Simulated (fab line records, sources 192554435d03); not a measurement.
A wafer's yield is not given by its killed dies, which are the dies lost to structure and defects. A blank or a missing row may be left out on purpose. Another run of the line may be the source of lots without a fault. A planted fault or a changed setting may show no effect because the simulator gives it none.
Chamber matching ; flow n5 finfet ; N5_FIN_SAQP_SPACER2_ALD_28 on ald sin-02 has 4 sister chambers
The step deposits SiO2, target thk 8.1 nm, pulse time 1 s, purge time 2 s. 8 wafers are shown with their chamber, then 8 later ones without.

WAFERS, EACH WITH ITS CHAMBER
wafer;chamber;heater power w (W);susceptor temp C (C)
L085.2;2;467;299.95
L085.4;3;512;300.09
L086.3;3;516;299.67
L087.5;1;571;300.20
L091.2;2;467;300.06
L091.5;0;453;299.97
L091.6;1;581;300.11
L094.2;0;453;299.80

WAFERS MISSING THEIR CHAMBER
wafer;heater power w (W);susceptor temp C (C)
L094.4;475;299.84
L094.5;445;299.71
L095.4;582;299.72
L095.5;516;300.02
L095.6;469;299.93
L096.2;513;300.10
L096.4;445;300.14
L096.6;521;299.97

CHAMBER TAKEN BY EACH
wafer;from the rows above;in truth
L094.4;2;2
L094.5;0;0
L095.4;1;1
L095.5;3;3
L095.6;2;2
L096.2;3;3
L096.4;0;0
L096.6;3;3
Correctly placed: 8 of 8. From these rows, 0 cannot be placed. Placed wrongly: 0.
How it was worked out, from the rows above alone: a wafer's distance from a chamber is the root of the sum, over the readings, of the square of ((its reading less the chamber's mean) divided by the reading's scatter). The wafer belongs to the nearest chamber; if the next one is less than 2 further off, it can't be placed. For every chamber, the mean is computed from those of its wafers that are shown. The scatter: the root of (the sum of the squares of (reading less its chamber's mean) over the shown wafers, divided by (wafers less chambers)).
